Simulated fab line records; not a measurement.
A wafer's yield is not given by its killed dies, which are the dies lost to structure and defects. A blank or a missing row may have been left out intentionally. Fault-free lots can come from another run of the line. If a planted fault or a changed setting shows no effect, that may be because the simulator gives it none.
What tool caused it? || flow n5 finfet || 12 lots with 36 wafers sampled at 2 steps, on a route of 1938 steps

== WHAT THE GAUGES SHOWED, per wafer ==
N5_BEOL_M15_OVL_MEAS_29.
{"lot": "L075", "measured": "day 12 14:52", "on": "overlay-02", "M15_OVL (nm)": "2 14 10"}
{"lot": "L076", "measured": "day 13 00:46", "on": "overlay-01", "M15_OVL (nm)": "5 15 7"}
{"lot": "L078", "measured": "day 13 18:24", "on": "overlay-01", "M15_OVL (nm)": "3 2 -2"}
{"lot": "L081", "measured": "day 14 01:04", "on": "overlay-01", "M15_OVL (nm)": "11 11 3"}
{"lot": "L083", "measured": "day 14 12:36", "on": "overlay-02", "M15_OVL (nm)": "2 0 8"}
{"lot": "L085", "measured": "day 15 04:31", "on": "overlay-02", "M15_OVL (nm)": "-1 -3 -11"}
{"lot": "L088", "measured": "day 15 10:43", "on": "overlay-02", "M15_OVL (nm)": "8 -2 1"}
{"lot": "L089", "measured": "day 15 16:13", "on": "overlay-02", "M15_OVL (nm)": "-15 -11 -7"}
{"lot": "L090", "measured": "day 16 03:23", "on": "overlay-01", "M15_OVL (nm)": "3 -3 -9"}
{"lot": "L093", "measured": "day 16 17:55", "on": "overlay-01", "M15_OVL (nm)": "-3 3 -7"}
{"lot": "L095", "measured": "day 17 05:14", "on": "overlay-02", "M15_OVL (nm)": "1 7 2"}
{"lot": "L096", "measured": "day 18 12:01", "on": "overlay-01", "M15_OVL (nm)": "-8 -9 -9"}

== WHAT TOOL EACH LOT RAN ON (gives the tool, then ch and the chambers of the sampled wafers, and finally the start) ==
{"lot": "L075", "N5_BEOL_M14_STRIP_37": "rie diel-03 ch 0,2, day 12 10:17"}
{"lot": "L076", "N5_BEOL_M14_STRIP_37": "rie diel-03 ch 0,2,3, day 12 19:30"}
{"lot": "L078", "N5_BEOL_M14_STRIP_37": "rie diel-03 ch 1,3, day 13 14:21"}
{"lot": "L081", "N5_BEOL_M14_STRIP_37": "rie diel-03 ch 0,1,3, day 13 20:43"}
{"lot": "L083", "N5_BEOL_M14_STRIP_37": "rie diel-01 ch 1,2,3, day 14 08:38"}
{"lot": "L085", "N5_BEOL_M14_STRIP_37": "rie diel-03 ch 1,3, day 15 00:19"}
{"lot": "L088", "N5_BEOL_M14_STRIP_37": "rie diel-01 ch 1,2,3, day 15 06:26"}
{"lot": "L089", "N5_BEOL_M14_STRIP_37": "rie diel-03 ch 1,2,3, day 15 12:05"}
{"lot": "L090", "N5_BEOL_M14_STRIP_37": "rie diel-05 ch 0,1,3, day 15 22:38"}
{"lot": "L093", "N5_BEOL_M14_STRIP_37": "rie diel-03 ch 0,1, day 16 13:36"}
{"lot": "L095", "N5_BEOL_M14_STRIP_37": "rie diel-01 ch 0,1,2, day 17 01:28"}
{"lot": "L096", "N5_BEOL_M14_STRIP_37": "rie diel-03 ch 0,1,3, day 18 08:02"}
- N5_BEOL_M14_STRIP_37: strips in O2.

== THE ANSWER, worked out from the rows above alone ==
Rule: what is usual is taken from the lots themselves. The widest of any qualifying gaps counts: lots, ordered by their means at a reading, are off when they make up no more than a third of the lots, leave a main group of 4 or more, and stand apart from it by 3 or more times the standard deviation of that group's means. The tables above print the reading to a certain number of digits; a main group whose means all agree to those digits is not used. Also off: a lot with no number at a reading for which 4 or more lots have one. Where the step has rows for the other lots, those lots are counted as sound.
Nothing can be told from this: no lot is off at any reading shown.

== WHAT THE SIMULATOR HAD PUT IN ==
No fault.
